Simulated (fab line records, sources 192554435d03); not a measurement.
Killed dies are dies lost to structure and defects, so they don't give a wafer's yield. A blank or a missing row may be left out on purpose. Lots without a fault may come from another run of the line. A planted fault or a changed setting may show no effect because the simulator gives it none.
Chamber matching | flow n5_finfet | N5_BEOL_M11_PECVD_70 on pecvd-01: 3 sister chambers
The step deposits SiO2 from TEOS/O2, target thk 20 nm, time 22.7 s. 6 wafers are shown with their chamber, then 9 later ones without.

WAFERS WITH THEIR CHAMBER
wafer  | chamber | showerhead_plenum_p_Torr (Torr) | throttle_valve_pct (%)
L085.4 | 0       | 8.80                            | 22.7
L089.1 | 2       | 8.84                            | 20.2
L089.4 | 0       | 8.82                            | 22.8
L087.1 | 1       | 8.72                            | 22.5
L087.5 | 1       | 8.70                            | 22.5
L087.6 | 2       | 8.82                            | 20.9

WAFERS WITHOUT THEIR CHAMBER
wafer  | showerhead_plenum_p_Torr (Torr) | throttle_valve_pct (%)
L092.2 | 8.83                            | 22.8
L092.4 | 8.72                            | 22.4
L092.5 | 8.79                            | 22.7
L097.3 | 8.71                            | 22.6
L097.5 | 8.81                            | 23.0
L097.6 | 8.72                            | 22.3
L096.2 | 8.67                            | 22.6
L096.4 | 8.83                            | 20.9
L096.5 | 8.82                            | 22.5

WHICH CHAMBER EACH WENT THROUGH
wafer  | from the rows above | in truth
L092.2 | 0                   | 0
L092.4 | 1                   | 1
L092.5 | 0                   | 0
L097.3 | 1                   | 1
L097.5 | 0                   | 0
L097.6 | 1                   | 1
L096.2 | 1                   | 1
L096.4 | 2                   | 2
L096.5 | 0                   | 0
Placed correctly: 9 of 9. Can't be placed from these rows: 0. Placed wrongly: 0.
How it was worked out, from the rows above alone: a wafer's distance from a chamber is the root of the sum, over the readings, of the square of ((its reading less the chamber's mean) divided by the reading's scatter). The wafer belongs to the nearest chamber; if the next one is less than 2 further off, it can't be placed. A chamber's mean is the mean of its shown wafers. The scatter: the root of (the sum of the squares of (reading less its chamber's mean) over the shown wafers, divided by (wafers less chambers)).
